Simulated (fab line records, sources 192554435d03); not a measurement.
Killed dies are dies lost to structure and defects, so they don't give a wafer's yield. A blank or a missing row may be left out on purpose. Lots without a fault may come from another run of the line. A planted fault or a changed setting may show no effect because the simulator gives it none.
fab line records | flow n5_finfet
record lots=22 wafers=66 last_day=17
route steps=1938 shown BEOL_M6@1212
lots that met no fault: from a run of the same line without faults
start_h: hours from the record's first day to the start of the lot's first wafer shown | wait_h: hours since the lot's step before | " the same as in the row above | L1.1+2: a row that stands for several wafers | - no value, or no start given | * or withheld: withheld | < > ~ a bound
route shown NAME@n: a module of which the file shows steps, and the number in the route of the first | usual: mean/standard deviation of fault-free wafers | same: alike in all rows | chamber/n: place in a boat | sites: the reading at each site | _std_site: their standard deviation | _edge_site: outer sites' mean less inner sites' | radius_mm: how far each site lies from the wafer's centre | mask NAME#n: copy n | behind: the tool/chamber that last shaped the wafer | hold: why the lot was held/for how many hours/how that ended | device: the transistor (n, p or np) that didn't switch | end of line: the same wafers' tests at the end of the route | a step without rows: its recipe alone | killed: dies lost to structure and defects at the first sort, not the wafer's yield | map: a wafer's dies, x killed, . not, _ none there
set.NAME: the setting as run; set.NAME@STEP: as run at that earlier step | model.NAME: the simulator's own value behind a step, which no gauge read
steps of the route over a sample of lots; a table a step, a row a wafer
services: from which hour (start_h, from the record's first day; less than 0 if before it) a tool's chamber was out of use, for how many hours, and why
## steps
# step N5_BEOL_M6_ETCH_62
# recipe chemistry=N2/H2 target=SOC target_depth_a=1100 overetch_a=220 mask_material=SiARC temp_c=40 time_s=165 ion_energy_ev=200 pressure_mtorr=30 source_w=840 bias_w=150 n2_flow_sccm=200 h2_flow_sccm=200
# usual bias_w=150.0/0.42 drypump_motor_current_A=5.9/0.4 n2_flow_sccm=200.0/0.58 oes_product_au=0.66/0.077 rf_vpp_V=524.0/1.8 showerhead_plenum_p_Torr=2.55/0.063 throttle_valve_pct=17.94/0.21
# columns lot.wafer tool chamber start_h wait_h bias_w drypump_motor_current_A n2_flow_sccm oes_product_au rf_hours_counter_h rf_vpp_V showerhead_plenum_p_Torr throttle_valve_pct
L074.1 rie_diel-03 1 170.58 0.0 150.3 6.0 200.5 0.59 247 524.1 2.51 18.28
L074.3 " 2 " " 150.1 5.8 199.1 0.61 178 521.8 2.54 17.98
L074.5 " 0 " " 149.8 5.5 200.4 0.59 - 526.2 2.62 17.83
L077.1 rie_diel-03 3 186.51 0.0 150.7 6.2 200.5 0.60 237 525.0 2.50 17.92
L077.4 " 3 " " 149.9 6.1 201.0 0.59 - 521.4 2.50 17.92
L077.6 " 2 " " 150.0 5.8 199.7 0.60 - 523.8 2.53 18.00
L075.3 rie_diel-01 1 201.69 0.0 149.9 6.6 200.5 0.61 207 523.4 2.52 18.19
L075.5 " 2 " " 150.1 5.9 200.0 0.64 - 524.2 2.55 17.77
L075.6 " 3 " " 150.2 6.1 199.9 0.71 - 525.0 2.57 17.92
L078.1 rie_diel-03 2 203.92 0.0 149.9 5.8 200.5 0.60 193 524.1 2.53 18.01
L078.2 " 0 " " 149.5 5.5 199.9 0.58 236 525.8 2.62 17.86
L078.3 " 1 " " 149.5 6.0 201.1 0.83 0 523.0 2.50 17.81
L076.1 rie_diel-03 2 208.59 0.0 149.0 5.8 200.2 0.59 195 523.1 2.53 18.00
L076.4 " 1 " " 149.6 6.0 199.1 0.82 2 521.8 2.50 17.84
L076.5 " 1 " " 149.7 6.0 199.9 0.81 - 522.8 2.50 17.85
L080.1 rie_diel-04 1 218.22 0.0 149.9 5.7 200.7 0.64 154 526.6 2.65 18.19
L080.2 " 3 " " 150.0 6.1 199.5 0.79 12 522.5 2.50 17.66
L080.6 " 3 " " 150.2 6.1 199.7 0.79 - 523.0 2.50 17.65
L079.2 rie_diel-03 1 222.12 0.0 150.5 6.0 199.4 0.79 7 523.7 2.50 17.83
L079.3 " 2 " " 150.0 5.8 200.1 0.60 200 524.8 2.53 18.03
L079.5 " 1 " " 150.2 6.0 198.6 0.80 - 523.1 2.50 17.83
L081.2 rie_diel-01 0 241.58 0.0 149.6 6.4 200.4 0.71 54 527.6 2.69 17.89
L081.4 " 0 " " 150.1 6.4 199.4 0.71 - 526.7 2.69 17.90
L081.5 " 3 " " 150.4 6.1 199.5 0.70 - 525.3 2.57 17.94
L083.1 rie_diel-04 3 247.56 0.0 149.8 6.0 199.6 0.76 24 523.0 2.49 17.66
L083.3 " 2 " " 149.7 5.2 199.3 0.60 216 523.4 2.51 18.13
L083.5 " 2 " " 149.8 5.2 199.4 0.60 - 521.9 2.51 18.13
L084.1 rie_diel-04 3 247.82 0.0 149.8 6.1 199.7 0.76 24 522.0 2.49 17.67
L084.3 " 1 " " 150.2 5.7 200.5 0.64 165 526.1 2.65 18.21
L084.5 " 3 " " 150.1 6.1 200.3 0.76 - 522.4 2.49 17.66
L082.3 rie_diel-03 3 250.90 0.0 150.6 6.2 200.8 0.83 5 522.9 2.50 17.50
L082.4 " 1 " " 149.2 6.0 200.2 0.78 - 522.1 2.50 17.87
L082.5 " 2 " " 150.3 5.8 200.5 0.59 - 523.8 2.52 18.03
L085.2 rie_diel-04 1 251.20 0.0 150.0 5.7 199.9 0.64 167 526.8 2.65 18.22
L085.4 " 2 " " 150.3 5.1 200.2 0.60 - 523.4 2.51 18.14
L085.5 " 1 " " 150.1 5.7 199.7 0.64 - 524.6 2.65 18.21
L086.2 rie_diel-04 3 262.22 0.0 149.6 6.0 199.0 0.75 31 522.9 2.49 17.67
L086.4 " 1 " " 149.3 5.7 199.8 0.64 - 525.6 2.65 18.22
L086.6 " 2 " " 150.4 5.2 201.1 0.60 - 523.7 2.51 18.16
L087.2 rie_diel-01 2 270.80 0.0 150.8 5.9 199.7 0.61 180 523.5 2.53 17.81
L087.3 " 0 " " 149.6 6.4 199.7 0.71 64 526.6 2.68 17.91
L087.4 " 3 " " 150.5 6.1 199.8 0.69 87 524.6 2.56 17.97
L089.1 rie_diel-01 2 273.82 0.0 150.8 5.9 199.6 0.62 181 524.1 2.53 17.82
L089.3 " 1 " " 150.0 6.7 199.3 0.59 227 523.0 2.51 18.23
L089.4 " 3 " " 149.3 6.1 199.0 0.68 88 524.9 2.56 17.94
L090.1 rie_diel-03 1 282.64 0.0 149.4 6.0 200.0 0.76 21 521.5 2.49 17.87
L090.2 " 2 " " 150.0 5.8 199.4 0.58 224 523.1 2.52 18.06
L090.3 " 3 " " 149.6 6.2 200.2 0.79 20 522.7 2.49 17.53
L092.1 rie_diel-04 1 294.30 0.0 150.0 5.7 199.9 0.63 183 525.7 2.64 18.23
L092.4 " 3 " " 149.7 6.1 201.0 0.74 41 521.9 2.49 17.68
L092.5 " 1 " " 149.7 5.7 199.9 0.62 - 526.1 2.64 18.24
L093.1 rie_diel-04 0 302.69 0.0 149.9 5.4 200.4 0.79 13 522.6 2.50 17.57
L093.2 " 1 " " 149.4 5.7 200.1 0.62 185 526.7 2.64 18.23
L093.5 " 1 " " 150.6 5.7 199.9 0.62 - 527.1 2.64 18.24
L094.2 rie_diel-03 2 302.84 0.0 150.8 5.8 200.6 0.58 230 522.9 2.52 18.08
L094.3 " 1 " " 149.3 6.0 199.3 0.75 26 523.3 2.49 17.87
L094.5 " 1 " " 149.3 6.0 200.3 0.76 - 522.1 2.49 17.89
L095.2 rie_diel-01 3 315.80 0.0 150.0 6.1 200.0 0.67 102 523.5 2.56 17.99
L095.4 " 0 " " 150.3 6.4 200.1 0.69 81 528.9 2.68 17.96
L095.6 " 2 " " 149.7 5.9 200.3 0.61 - 523.7 2.53 17.85
L096.1 rie_diel-04 1 317.52 0.0 149.9 5.7 200.1 0.62 191 525.6 2.64 18.25
L096.2 " 0 " " 150.1 5.4 199.9 0.77 18 521.2 2.50 17.58
L096.6 " 3 " " 150.0 6.0 199.9 0.72 - 522.3 2.48 17.72
L097.1 rie_diel-01 1 322.21 0.0 150.1 6.6 199.1 0.59 243 523.8 2.50 18.24
L097.2 " 2 " " 149.4 5.9 200.5 0.61 196 522.9 2.53 17.82
L097.4 " 3 " " 150.3 6.1 198.7 0.67 104 523.5 2.56 17.98
# step N5_BEOL_M6_ETCH_72
# recipe chemistry=N2/H2 target=underlayer target_depth_a=65 mask_material=CAR-EUV time_s=5.2 ion_energy_ev=200 pressure_mtorr=30 source_w=840 bias_w=150 n2_flow_sccm=200 h2_flow_sccm=200 ends=cleared
# usual bias_w=150.1/0.44 drypump_motor_current_A=5.9/0.4 etch_rf_on_time_s=5.23/0.086 n2_flow_sccm=200.0/0.54 oes_product_au=0.68/0.09 rf_vpp_V=524.3/2.1 showerhead_plenum_p_Torr=2.55/0.066 throttle_valve_pct=17.93/0.24
# columns lot.wafer tool chamber start_h wait_h bias_w drypump_motor_current_A etch_rf_on_time_s n2_flow_sccm oes_product_au rf_hours_counter_h rf_vpp_V showerhead_plenum_p_Torr throttle_valve_pct
L074.1 rie_diel-01 3 171.73 0.0 150.3 6.1 5.18 200.2 0.73 51 524.2 2.58 17.92
L074.3 " 1 " " 150.6 6.7 5.15 199.5 0.62 197 522.5 2.52 18.19
L074.5 " 0 " " 149.6 6.5 5.26 199.3 0.76 - 528.1 2.70 17.89
L077.1 rie_diel-03 3 188.80 0.0 151.0 6.1 5.28 199.8 0.60 239 520.9 2.50 17.94
L077.4 " 0 " " 151.2 5.5 5.26 199.8 0.58 - 527.0 2.62 17.88
L077.6 " 3 " " 150.1 6.2 5.24 200.4 0.59 - 523.3 2.50 17.97
L075.3 rie_diel-01 3 203.02 0.0 150.3 6.1 5.15 199.3 0.72 63 525.3 2.57 17.94
L075.5 " 0 " " 150.1 6.4 5.23 199.6 0.74 - 528.1 2.69 17.89
L075.6 " 1 " " 150.4 6.6 5.14 200.4 0.62 - 524.7 2.52 18.23
L078.1 rie_diel-01 3 204.93 0.0 149.7 6.1 5.09 200.1 0.73 63 526.4 2.57 17.94
L078.2 " 0 " " 149.9 6.4 5.19 199.7 0.74 40 529.5 2.69 17.92
L078.3 " 2 " " 150.0 5.9 5.12 201.1 0.65 156 524.6 2.54 17.81
L076.1 rie_diel-04 2 210.70 0.0 149.9 5.1 5.20 200.5 0.61 202 524.9 2.52 18.15
L076.4 " 0 " " 149.8 5.4 5.30 199.7 0.58 237 522.8 2.51 18.00
L076.5 " 2 " " 150.0 5.1 5.20 200.5 0.62 - 523.0 2.52 18.12
L080.1 rie_diel-03 0 220.68 0.0 149.5 5.5 5.25 201.2 0.58 243 525.3 2.61 17.92
L080.2 " 2 " " 149.0 5.8 5.38 200.4 0.58 199 522.0 2.53 18.05
L080.6 " 0 " " 149.6 5.5 5.26 201.1 0.57 - 524.4 2.62 17.92
L079.2 rie_diel-03 0 223.62 0.0 149.6 5.5 5.28 200.6 0.58 244 525.5 2.61 17.90
L079.3 " 1 " " 150.6 6.0 5.16 200.1 0.80 8 524.0 2.50 17.89
L079.5 " 1 " " 149.7 6.0 5.15 200.2 0.80 - 522.8 2.50 17.84
L081.2 rie_diel-04 1 246.53 0.0 149.9 5.7 5.25 199.7 0.64 164 527.0 2.65 18.24
L081.4 " 1 " " 149.0 5.7 5.30 200.3 0.64 - 529.0 2.65 18.21
L081.5 " 2 " " 150.5 5.2 5.21 199.2 0.60 - 522.6 2.51 18.16
L083.1 rie_diel-04 2 249.96 0.0 150.2 5.2 5.20 198.8 0.60 216 523.3 2.51 18.16
L083.3 " 1 " " 149.8 5.7 5.26 199.7 0.63 166 527.8 2.65 18.23
L083.5 " 1 " " 149.8 5.7 5.28 200.5 0.63 - 526.6 2.65 18.24
L084.1 rie_diel-01 1 250.07 0.0 150.0 6.7 5.24 200.1 0.61 219 524.9 2.51 18.24
L084.3 " 3 " " 150.2 6.1 5.24 199.8 0.71 81 523.6 2.57 17.97
L084.5 " 0 " " 150.4 6.5 5.23 200.0 0.71 - 527.0 2.69 17.92
L082.3 rie_diel-04 3 251.80 0.0 149.7 6.0 5.09 199.8 0.77 25 522.5 2.49 17.70
L082.4 " 1 " " 149.6 5.7 5.22 199.5 0.63 - 527.4 2.65 18.21
L082.5 " 2 " " 149.2 5.1 5.17 199.4 0.60 - 524.1 2.51 18.16
L085.2 rie_diel-01 1 252.06 0.0 150.7 6.6 5.12 200.5 0.61 219 524.7 2.51 18.24
L085.4 " 0 " " 149.9 6.4 5.21 199.9 0.72 59 527.3 2.69 17.94
L085.5 " 2 " " 150.3 5.9 5.26 201.0 0.62 - 523.6 2.54 17.83
L086.2 rie_diel-03 3 264.13 0.0 150.4 6.2 5.15 200.1 0.81 11 521.1 2.49 17.55
L086.4 " 0 " " 150.2 5.5 5.16 201.1 0.86 - 525.8 2.61 17.47
L086.6 " 2 " " 150.3 5.8 5.43 199.8 0.57 - 524.9 2.52 18.07
L087.2 rie_diel-03 2 272.96 0.0 149.1 5.8 5.38 200.7 0.58 219 521.9 2.52 18.05
L087.3 " 3 " " 150.5 6.2 5.10 200.5 0.82 14 524.5 2.49 17.56
L087.4 " 0 " " 150.0 5.5 5.16 200.1 0.84 - 524.7 2.61 17.49
L089.1 rie_diel-01 1 274.74 0.0 149.9 6.6 5.24 199.6 0.60 227 522.7 2.51 18.25
L089.3 " 3 " " 150.0 6.1 5.27 199.8 0.69 89 524.4 2.56 18.01
L089.4 " 0 " " 149.7 6.5 5.28 200.8 0.71 66 528.3 2.68 17.94
L090.1 rie_diel-03 3 284.82 0.0 150.9 6.1 5.07 200.5 0.81 21 522.3 2.49 17.60
L090.2 " 2 " " 150.1 5.8 5.38 200.4 0.58 225 523.7 2.52 18.10
L090.3 " 0 " " 149.4 5.5 5.18 200.0 0.81 11 525.3 2.61 17.48
L092.1 rie_diel-01 2 302.16 0.0 150.3 5.9 5.23 199.3 0.61 190 524.9 2.53 17.89
L092.4 " 3 " " 150.7 6.1 5.20 200.1 0.68 98 524.0 2.56 18.00
L092.5 " 1 " " 150.3 6.6 5.17 200.0 0.60 - 522.2 2.51 18.27
L093.1 rie_diel-01 2 304.62 0.0 149.8 5.9 5.25 201.0 0.61 191 523.2 2.53 17.88
L093.2 " 3 " " 149.9 6.1 5.22 199.9 0.68 99 525.7 2.56 18.02
L093.5 " 1 " " 150.4 6.6 5.21 199.5 0.60 - 521.5 2.51 18.26
L094.2 rie_diel-03 3 304.81 0.0 150.2 6.1 5.09 200.2 0.78 26 523.2 2.49 17.57
L094.3 " 0 " " 150.0 5.5 5.14 199.8 0.81 17 523.7 2.60 17.50
L094.5 " 2 " " 150.2 5.8 5.39 200.2 0.57 - 520.5 2.51 18.10
L095.2 rie_diel-03 0 316.89 0.0 150.2 5.5 5.24 199.3 0.80 22 524.7 2.60 17.52
L095.4 " 1 " " 150.3 6.0 5.12 199.7 0.77 30 520.8 2.49 17.92
L095.6 " 2 " " 150.2 5.8 5.37 199.1 0.57 - 523.7 2.51 18.11
L096.1 rie_diel-03 3 318.36 0.0 149.5 6.2 5.14 200.5 0.78 31 524.5 2.48 17.56
L096.2 " 1 " " 149.7 6.0 5.21 200.5 0.76 31 522.9 2.49 17.93
L096.6 " 0 " " 149.5 5.5 5.24 199.0 0.80 - 524.1 2.60 17.48
L097.1 rie_diel-04 0 326.42 0.0 150.1 5.4 5.31 199.7 0.77 20 523.5 2.50 17.62
L097.2 " 1 " " 151.0 5.7 5.28 199.3 0.61 193 527.4 2.64 18.30
L097.4 " 2 " " 150.4 5.2 5.18 199.6 0.59 244 522.7 2.50 18.18
# step N5_BEOL_M6_STRIP_36
# recipe chemistry=N2/H2 power_w=450 temp_c=40 pressure_mtorr=20 rf_frequency_hz=6e+07 overash_fraction=0.3 bias_power_w=7 h2_frac=0.5 n2_flow_sccm=200 h2_flow_sccm=200
# usual drypump_motor_current_A=5.9/0.4 n2_flow_sccm=200.1/0.61 oes_product_au=0.80/0.1 rf_vpp_V=59.2/1.5 showerhead_plenum_p_Torr=2.55/0.066 throttle_valve_pct=23.75/0.24
# same overash_fraction=0.3
# columns lot.wafer tool chamber start_h wait_h drypump_motor_current_A n2_flow_sccm oes_product_au rf_hours_counter_h rf_vpp_V showerhead_plenum_p_Torr throttle_valve_pct
L074.1 rie_diel-01 3 171.93 0.0 6.1 199.8 0.85 51 60.0 2.57 23.79
L074.3 " 1 " " 6.6 200.2 0.71 197 59.0 2.52 24.07
L074.5 " 0 " " 6.4 201.2 0.90 - 58.9 2.70 23.72
L077.1 rie_diel-03 3 189.00 0.0 6.1 199.2 0.69 239 57.9 2.50 23.65
L077.4 " 0 " " 5.5 199.6 0.69 - 59.2 2.62 23.66
L077.6 " 3 " " 6.1 199.6 0.69 - 57.9 2.50 23.69
L075.3 rie_diel-01 3 203.22 0.0 6.1 200.7 0.85 63 57.8 2.57 23.80
L075.5 " 0 " " 6.5 200.5 0.87 - 59.7 2.69 23.74
L075.6 " 1 " " 6.6 199.9 0.71 - 60.2 2.51 24.10
L078.1 rie_diel-01 3 205.12 0.0 6.1 200.4 0.83 63 59.0 2.57 23.80
L078.2 " 0 " " 6.4 199.9 0.88 40 59.7 2.69 23.72
L078.3 " 2 " " 5.9 200.4 0.75 156 59.4 2.54 23.66
L076.1 rie_diel-04 2 210.89 0.0 5.2 200.4 0.72 202 56.8 2.51 23.92
L076.4 " 0 " " 5.4 200.3 0.69 238 58.1 2.50 23.87
L076.5 " 2 " " 5.2 200.6 0.72 - 57.6 2.51 23.88
L080.1 rie_diel-03 0 220.88 0.0 5.5 200.2 0.69 243 57.6 2.61 23.64
L080.2 " 2 " " 5.8 200.1 0.70 199 59.8 2.52 23.77
L080.6 " 0 " " 5.5 200.4 0.68 - 61.6 2.61 23.64
L079.2 rie_diel-03 0 223.82 0.0 5.5 200.5 0.67 244 60.3 2.61 23.63
L079.3 " 1 " " 6.0 200.5 0.95 8 60.1 2.50 23.85
L079.5 " 1 " " 6.0 200.9 0.93 - 59.5 2.50 23.85
L081.2 rie_diel-04 1 246.73 0.0 5.7 200.2 0.75 164 61.7 2.64 24.07
L081.4 " 1 " " 5.7 199.0 0.75 - 59.5 2.65 24.09
L081.5 " 2 " " 5.1 200.3 0.70 - 58.6 2.51 23.93
L083.1 rie_diel-04 2 250.16 0.0 5.1 199.9 0.70 217 61.8 2.51 23.93
L083.3 " 1 " " 5.7 200.7 0.75 166 60.5 2.64 24.08
L083.5 " 1 " " 5.7 201.0 0.75 - 59.1 2.64 24.10
L084.1 rie_diel-01 1 250.27 0.0 6.6 200.6 0.69 219 58.9 2.51 24.11
L084.3 " 3 " " 6.1 198.9 0.82 81 56.7 2.56 23.83
L084.5 " 0 " " 6.5 199.5 0.84 - 59.7 2.68 23.79
L082.3 rie_diel-04 3 251.99 0.0 6.0 200.0 0.90 25 61.2 2.49 23.67
L082.4 " 1 " " 5.7 200.3 0.74 - 59.0 2.64 24.07
L082.5 " 2 " " 5.2 200.6 0.70 - 58.6 2.51 23.94
L085.2 rie_diel-01 1 252.26 0.0 6.6 198.8 0.71 220 59.1 2.51 24.10
L085.4 " 0 " " 6.4 199.7 0.85 59 57.7 2.68 23.76
L085.5 " 2 " " 5.9 200.0 0.72 - 59.0 2.53 23.67
L086.2 rie_diel-03 3 264.32 0.0 6.1 199.5 0.96 11 55.3 2.49 23.34
L086.4 " 0 " " 5.5 200.3 0.99 - 57.0 2.61 23.30
L086.6 " 2 " " 5.8 200.1 0.68 - 59.5 2.52 23.76
L087.2 rie_diel-03 2 273.16 0.0 5.8 200.3 0.68 219 58.8 2.52 23.78
L087.3 " 3 " " 6.1 200.1 0.95 15 58.6 2.49 23.36
L087.4 " 0 " " 5.5 200.2 0.99 - 59.9 2.61 23.28
L089.1 rie_diel-01 1 274.94 0.0 6.7 201.1 0.71 227 58.8 2.51 24.11
L089.3 " 3 " " 6.1 199.4 0.82 89 61.3 2.56 23.84
L089.4 " 0 " " 6.5 199.5 0.84 66 56.9 2.68 23.77
L090.1 rie_diel-03 3 285.02 0.0 6.2 199.4 0.94 21 58.4 2.48 23.38
L090.2 " 2 " " 5.8 201.1 0.68 225 57.7 2.51 23.78
L090.3 " 0 " " 5.5 199.7 0.96 12 62.2 2.60 23.29
L092.1 rie_diel-01 2 302.36 0.0 5.9 200.0 0.73 190 59.0 2.53 23.69
L092.4 " 3 " " 6.1 199.7 0.81 98 62.2 2.55 23.86
L092.5 " 1 " " 6.6 200.4 0.69 - 56.2 2.50 24.14
L093.1 rie_diel-01 2 304.82 0.0 5.9 200.0 0.72 191 57.7 2.52 23.72
L093.2 " 3 " " 6.1 200.5 0.78 99 59.7 2.55 23.84
L093.5 " 1 " " 6.6 200.2 0.70 - 59.2 2.50 24.13
L094.2 rie_diel-03 3 305.01 0.0 6.2 200.7 0.93 27 57.4 2.48 23.38
L094.3 " 0 " " 5.5 201.0 0.94 17 59.6 2.60 23.28
L094.5 " 2 " " 5.8 199.8 0.66 - 59.6 2.51 23.80
L095.2 rie_diel-03 0 317.09 0.0 5.5 201.3 0.94 22 57.9 2.60 23.29
L095.4 " 1 " " 6.0 201.3 0.88 30 59.5 2.49 23.90
L095.6 " 2 " " 5.8 200.1 0.66 - 59.7 2.51 23.80
L096.1 rie_diel-03 3 318.56 0.0 6.2 199.5 0.91 31 60.0 2.48 23.38
L096.2 " 1 " " 6.0 200.3 0.87 31 56.2 2.49 23.87
L096.6 " 0 " " 5.5 200.6 0.93 - 57.6 2.60 23.31
L097.1 rie_diel-04 0 326.62 0.0 5.4 200.1 0.92 20 60.7 2.49 23.57
L097.2 " 1 " " 5.7 201.8 0.73 193 62.6 2.63 24.13
L097.4 " 2 " " 5.2 200.5 0.70 244 58.5 2.50 23.99
# step N5_BEOL_M6_PRE_CLEAN_45
# recipe gas=H2/He time_s=30 temp_c=250
# usual heater_power_w=321/29
# columns lot.wafer tool chamber start_h wait_h heater_power_w
L074.1 pvd_sputter-03 - 173.44 0.0 328
L074.3 " - " " 287
L074.5 " - " " 322
L077.1 pvd_sputter-03 - 190.25 0.0 345
L077.4 " - " " 311
L077.6 " - " " 315
L075.3 pvd_sputter-01 - 204.21 0.0 313
L075.5 " - " " 321
L075.6 " - " " 270
L078.1 pvd_sputter-02 - 207.74 0.0 332
L078.2 " - " " 344
L078.3 " - " " 333
L076.1 pvd_sputter-01 - 211.75 0.0 349
L076.4 " - " " 262
L076.5 " - " " 313
L080.1 pvd_sputter-02 - 221.72 0.0 334
L080.2 " - " " 324
L080.6 " - " " 348
L079.2 pvd_sputter-01 - 224.58 0.0 324
L079.3 " - " " 322
L079.5 " - " " 313
L081.2 pvd_sputter-03 - 247.48 0.0 346
L081.4 " - " " 318
L081.5 " - " " 318
L083.1 pvd_sputter-01 - 250.91 0.0 353
L083.3 " - " " 261
L083.5 " - " " 349
L084.1 pvd_sputter-02 - 252.07 0.0 343
L084.3 " - " " 339
L084.5 " - " " 326
L082.3 pvd_sputter-01 - 252.91 0.0 274
L082.4 " - " " 363
L082.5 " - " " 353
L085.2 pvd_sputter-01 - 253.07 0.0 354
L085.4 " - " " 322
L085.5 " - " " 311
L086.2 pvd_sputter-01 - 265.18 0.0 324
L086.4 " - " " 308
L086.6 " - " " 258
L087.2 pvd_sputter-01 - 273.92 0.0 318
L087.3 " - " " 271
L087.4 " - " " 320
L089.1 pvd_sputter-03 - 276.46 0.0 320
L089.3 " - " " 342
L089.4 " - " " 342
L090.1 pvd_sputter-01 - 285.88 0.0 274
L090.2 " - " " 317
L090.3 " - " " 320
L092.1 pvd_sputter-03 - 303.13 0.0 349
L092.4 " - " " 284
L092.5 " - " " 344
L093.1 pvd_sputter-01 - 305.80 0.0 321
L093.2 " - " " 330
L093.5 " - " " 350
L094.2 pvd_sputter-01 - 305.88 0.0 326
L094.3 " - " " 317
L094.5 " - " " 345
L095.2 pvd_sputter-01 - 318.14 0.0 316
L095.4 " - " " 354
L095.6 " - " " 264
L096.1 pvd_sputter-01 - 319.44 0.0 343
L096.2 " - " " 257
L096.6 " - " " 315
L097.1 pvd_sputter-03 - 327.74 0.0 339
L097.2 " - " " 320
L097.4 " - " " 320
# step N5_BEOL_M6_ALD_77
# recipe material=TaN target_thk_a=20 temp_c=275 ald_precursor_family=PDMAT ald_co_reactant=NH3 pressure_torr=3 carrier_flow_sccm=1500 pulse_time_s=2 purge_time_s=3 co_reactant_purge_time_s=2 co_reactant_pulse_time_s=3 ald_cycles=40 precursor_vessel_temp_c=75 precursor_vessel_pressure_torr=26.25 precursor_vessel_carrier_sccm=1000
# usual heater_power_w=424/44
# columns lot.wafer tool chamber start_h wait_h heater_power_w
L074.1 ald_metal-01 1 173.50 0.0 453
L074.3 " 2 " " 436
L074.5 " 3 " " 391
L077.1 ald_metal-03 3 190.31 0.0 493
L077.4 " 3 " " 492
L077.6 " 2 " " 396
L075.3 ald_metal-03 2 204.27 0.0 390
L075.5 " 2 " " 389
L075.6 " 0 " " 377
L078.1 ald_metal-03 2 207.80 0.0 398
L078.2 " 3 " " 480
L078.3 " 0 " " 373
L076.1 ald_metal-04 3 211.81 0.0 412
L076.4 " 2 " " 357
L076.5 " 0 " " 449
L080.1 ald_metal-03 3 221.78 0.0 497
L080.2 " 2 " " 388
L080.6 " 3 " " 499
L079.2 ald_metal-04 1 224.65 0.0 482
L079.3 " 3 " " 416
L079.5 " 3 " " 414
L081.2 ald_metal-04 2 247.54 0.0 360
L081.4 " 3 " " 417
L081.5 " 2 " " 350
L083.1 ald_metal-04 1 251.20 0.3 484
L083.3 " 0 " " 455
L083.5 " 2 " " 367
L084.1 ald_metal-03 0 252.26 0.2 380
L084.3 " 3 " " 486
L084.5 " 1 " " 396
L082.3 ald_metal-03 3 252.97 0.0 496
L082.4 " 1 " " 385
L082.5 " 2 " " 397
L085.2 ald_metal-04 1 253.22 0.1 487
L085.4 " 0 " " 440
L085.5 " 3 " " 421
L086.2 ald_metal-01 3 265.24 0.0 398
L086.4 " 0 " " 454
L086.6 " 3 " " 386
L087.2 ald_metal-04 2 274.05 0.1 359
L087.3 " 3 " " 414
L087.4 " 0 " " 446
L089.1 ald_metal-04 0 276.52 0.0 460
L089.3 " 3 " " 409
L089.4 " 2 " " 369
L090.1 ald_metal-03 2 285.95 0.1 389
L090.2 " 0 " " 374
L090.3 " 3 " " 487
L092.1 ald_metal-03 1 303.20 0.1 389
L092.4 " 2 " " 401
L092.5 " 2 " " 397
L093.1 ald_metal-01 0 305.86 0.0 456
L093.2 " 1 " " 455
L093.5 " 1 " " 460
L094.2 ald_metal-03 1 305.94 0.0 394
L094.3 " 0 " " 366
L094.5 " 3 " " 497
L095.2 ald_metal-04 1 318.21 0.0 485
L095.4 " 0 " " 464
L095.6 " 3 " " 411
L096.1 ald_metal-01 2 319.73 0.3 452
L096.2 " 3 " " 386
L096.6 " 2 " " 445
L097.1 ald_metal-04 1 327.80 0.0 488
L097.2 " 3 " " 404
L097.4 " 0 " " 453
# step N5_BEOL_M6_INSPECT_58
# recipe inspect_instrument=darkfield mode=post_dep
# usual raw_defect_count=79/22
# columns lot.wafer tool chamber start_h wait_h raw_defect_count
L074.1 defect_inspect-01 - 174.98 0.0 127
L074.3 " - " " 99
L074.5 " - " " 114
L077.1 defect_inspect-02 - 191.79 0.0 85
L077.4 " - " " 124
L077.6 " - " " 77
L075.3 defect_inspect-02 - 205.83 0.0 60
L075.5 " - " " 77
L075.6 " - " " 75
L078.1 defect_inspect-02 - 209.23 0.0 71
L078.2 " - " " 54
L078.3 " - " " 101
L076.1 defect_inspect-02 - 215.17 0.0 57
L076.4 " - " " 52
L076.5 " - " " 72
L080.1 defect_inspect-02 - 223.84 0.0 59
L080.2 " - " " 101
L080.6 " - " " 66
L079.2 defect_inspect-01 - 226.29 0.0 77
L079.3 " - " " 91
L079.5 " - " " 50
L081.2 defect_inspect-01 - 250.65 0.0 107
L081.4 " - " " 77
L081.5 " - " " 119
L083.1 defect_inspect-02 - 252.91 0.0 48
L083.3 " - " " 55
L083.5 " - " " 47
L084.1 defect_inspect-01 - 254.15 0.0 57
L084.3 " - " " 76
L084.5 " - " " 86
L082.3 defect_inspect-01 - 254.58 0.0 89
L082.4 " - " " 80
L082.5 " - " " 119
L085.2 defect_inspect-02 - 256.24 0.0 49
L085.4 " - " " 74
L085.5 " - " " 69
L086.2 defect_inspect-01 - 267.17 0.0 101
L086.4 " - " " 67
L086.6 " - " " 114
L087.2 defect_inspect-01 - 275.69 0.0 59
L087.3 " - " " 113
L087.4 " - " " 82
L089.1 defect_inspect-01 - 278.07 0.0 135
L089.3 " - " " 96
L089.4 " - " " 85
L090.1 defect_inspect-01 - 287.39 0.0 72
L090.2 " - " " 83
L090.3 " - " " 88
L092.1 defect_inspect-02 - 306.77 0.0 98
L092.4 " - " " 61
L092.5 " - " " 72
L093.1 defect_inspect-01 - 308.19 0.0 88
L093.2 " - " " 104
L093.5 " - " " 71
L094.2 defect_inspect-01 - 308.75 0.0 90
L094.3 " - " " 91
L094.5 " - " " 80
L095.2 defect_inspect-01 - 319.97 0.0 102
L095.4 " - " " 115
L095.6 " - " " 114
L096.1 defect_inspect-01 - 322.68 0.0 56
L096.2 " - " " 89
L096.6 " - " " 94
L097.1 defect_inspect-01 - 329.39 0.0 66
L097.2 " - " " 66
L097.4 " - " " 53
## services
# columns tool chamber start_h hours kind
rie_diel-03 0 155.80 6.7 repair
ald_metal-01 1 155.90 6.0 repair
ald_metal-03 1 160.26 65.4 repair
rie_diel-04 3 168.49 - clean
rie_diel-04 3 168.49 - consumable_replace:focus_ring
rie_diel-03 1 180.59 - clean
rie_diel-03 1 180.59 - consumable_replace:focus_ring
rie_diel-03 1 180.59 22.5 scheduled_down
rie_diel-03 1 180.59 22.5 vent_cycle
rie_diel-03 3 213.59 - clean
rie_diel-03 3 213.59 - consumable_replace:focus_ring
rie_diel-03 3 213.59 18.4 scheduled_down
rie_diel-03 3 213.59 18.4 vent_cycle
rie_diel-01 1 228.63 16.2 repair
ald_metal-03 1 231.04 5.1 repair
rie_diel-03 - 239.55 1.0 repair
rie_diel-03 0 242.02 - clean
rie_diel-03 0 242.02 - consumable_replace:focus_ring
rie_diel-03 0 242.02 17.0 scheduled_down
rie_diel-03 0 242.02 17.0 vent_cycle
ald_metal-04 - 250.00 0.4 repair
rie_diel-03 1 261.09 19.7 repair
ald_metal-01 3 266.96 2.9 repair
ald_metal-03 1 318.16 2.9 repair
## key
fault none
